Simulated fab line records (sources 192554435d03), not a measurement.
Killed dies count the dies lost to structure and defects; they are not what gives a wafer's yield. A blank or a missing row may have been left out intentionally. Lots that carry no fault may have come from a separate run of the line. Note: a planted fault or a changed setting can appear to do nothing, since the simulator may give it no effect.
Split-lot experiment    flow n5_finfet    on a route of 1938 steps: 7 lots, 21 wafers read

## ON THE SPLIT
At N5_BEOL_M14_ETCH_68 (etches SOC in N2/H2, time 450 s), the setting time_s was moved away from the recipe's 450 s on 7 of the 21 wafers read, by -22.3% to +17.9%. All remaining wafers had this setting at the recipe value.

The split's own step is where the reading is taken.

## THE READING
SiARC_of_BEOL_M14_COAT_66.thk_nm (the simulator's own value, which no gauge read), in nm, at N5_BEOL_M14_ETCH_68 (etches SOC in N2/H2, time 450 s). No usual value for it is given in the file. Across the 14 wafers here that went through the recipe, the average is 65.4 nm and the standard deviation 0.63 nm.

wafer   tool, chamber at the split  time_s as run, s  against the recipe  SiARC_of_BEOL_M14_COAT_66.thk_nm, nm  against lot-mates on the recipe
L076.4  rie_diel-02, 3              477.7             +6.2%               61.8                                  -3.8
L076.5  rie_diel-02, 1              450               recipe              65.6                                  -
L076.6  rie_diel-02, 0              477.7             +6.2%               64.6                                  -1.0
L075.2  rie_diel-02, 1              450               recipe              65.2                                  -
L075.5  rie_diel-02, 1              450               recipe              65.4                                  -
L075.6  rie_diel-02, 3              450               recipe              64                                    -
L081.2  rie_diel-03, 2              450               recipe              65.2                                  -
L081.3  rie_diel-03, 3              482.8             +7.3%               63                                    -2.4
L081.4  rie_diel-03, 1              450               recipe              65.6                                  -
L083.4  rie_diel-06, 3              450               recipe              65.4                                  -
L083.5  rie_diel-06, 0              349.7             -22.3%              76                                    +9.9
L083.6  rie_diel-06, 1              450               recipe              66.8                                  -
L082.1  rie_diel-03, 2              450               recipe              65.6                                  -
L082.3  rie_diel-03, 3              450               recipe              66                                    -
L082.5  rie_diel-03, 2              450               recipe              65.4                                  -
L096.2  rie_diel-03, 3              450               recipe              65.6                                  -
L096.3  rie_diel-03, 0              502.3             +11.6%              59.4                                  -6.2
L096.4  rie_diel-03, 2              502.3             +11.6%              59.8                                  -5.8
L097.2  rie_diel-06, 1              530.4             +17.9%              56.2                                  -8.5
L097.3  rie_diel-06, 3              450               recipe              64.8                                  -
L097.5  rie_diel-06, 2              450               recipe              64.6                                  -

THE FIT
A straight line over all 21 wafers: SiARC_of_BEOL_M14_COAT_66.thk_nm changes by -0.479 nm for each +1% of time_s; r = -0.98; the points scatter about the line by 0.8 nm.
The same after taking each lot's own level away (the mean of its wafers on the recipe; 21 wafers): -0.46 nm for each +1%; r = -0.98; scatter 0.68 nm.
The reading moves by 10 nm for the largest change in time_s, on that fit.
Measured against the standard deviation above, the lots' own levels, which go from 64.70 to 66.10 nm, span 2.2 times it.
The two slopes are in agreement: the lot-to-lot level therefore moves the slope only a little.
Check: with one of the wafers moved furthest among these (-22.3%) left out of the fit, the line predicts +10.7 nm for it against its lot-mates. Against them it came out at +9.9 nm.

## FURTHER SPLITS ON THESE WAFERS
Before the reading, these wafers also passed through other splits. Each is held against what the fit with the lots' levels taken away leaves over:
other split on the same wafers         wafers away from the commonest value  r with SiARC_of_BEOL_M14_COAT_66.thk_nm (lot level and that fit taken away)
N5_BEOL_M14_DEVELOP_27 develop_time_s  6                                     +0.09

## THE FILE'S OWN FIT
SiARC_of_BEOL_M14_COAT_66.thk_nm changes by -0.455 nm for each +1% of time_s, r = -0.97.
